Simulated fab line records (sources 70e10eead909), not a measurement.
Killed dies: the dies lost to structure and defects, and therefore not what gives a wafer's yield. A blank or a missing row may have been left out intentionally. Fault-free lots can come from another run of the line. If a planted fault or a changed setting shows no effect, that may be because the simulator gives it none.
Matching of chambers | flow nand-harc | 4 sister chambers for NHARC_A_STAIRCASE_CMP_152 on cmp-02
The step polishes. 8 wafers are shown with their chamber, then 8 later ones without.

== WAFERS PAIRED WITH THEIR CHAMBERS ==
wafer  | chamber | motor-current-A (A) | slurry-filter-dp-kPa (kPa)
L084.2 | 1       | 11.1                | 13.18
L089.3 | 3       | 10.0                | 13.70
L089.5 | 2       | 11.7                | 13.12
L089.6 | 1       | 11.8                | 13.48
L090.2 | 0       | 11.8                | 13.63
L090.5 | 0       | 12.0                | 13.61
L090.6 | 3       | 9.8                 | 13.57
L094.2 | 2       | 11.6                | 13.36

== WAFERS MISSING THEIR CHAMBER ==
wafer  | motor-current-A (A) | slurry-filter-dp-kPa (kPa)
L094.3 | 10.0                | 13.73
L094.5 | 11.8                | 13.43
L096.4 | 10.3                | 13.54
L096.5 | 12.1                | 13.67
L096.6 | 11.2                | 13.55
L095.1 | 12.2                | 13.56
L095.2 | 10.1                | 13.21
L095.4 | 10.8                | 13.60

== WHICH CHAMBER EACH WENT THROUGH ==
wafer  | from the rows above               | in truth
L094.3 | 3                                 | 3
L094.5 | can't be placed: 0 or 2 or 1      | 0
L096.4 | 3                                 | 3
L096.5 | 0                                 | 0
L096.6 | can't be placed: 1 or 0 or 2      | 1
L095.1 | can't be placed: 0 or 2           | 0
L095.2 | 3                                 | 3
L095.4 | can't be placed: 1 or 3 or 2 or 0 | 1
4 of 8 placed correctly. Can't be placed from these rows: 4 (the true chamber is among the candidates in 4). Placed wrongly: 0.
How it was worked out, from the rows above alone: a wafer's distance from a chamber is the root of the sum, over the readings, of the square of ((its reading less the chamber's mean) divided by the reading's scatter). The wafer belongs to the nearest chamber; if the next one is less than 2 further off, it can't be placed. The mean given for a chamber averages the wafers shown for that chamber. The scatter is the square root of a quotient: the sum, over the shown wafers, of each reading's squared deviation from its chamber's mean, divided by wafers minus chambers.
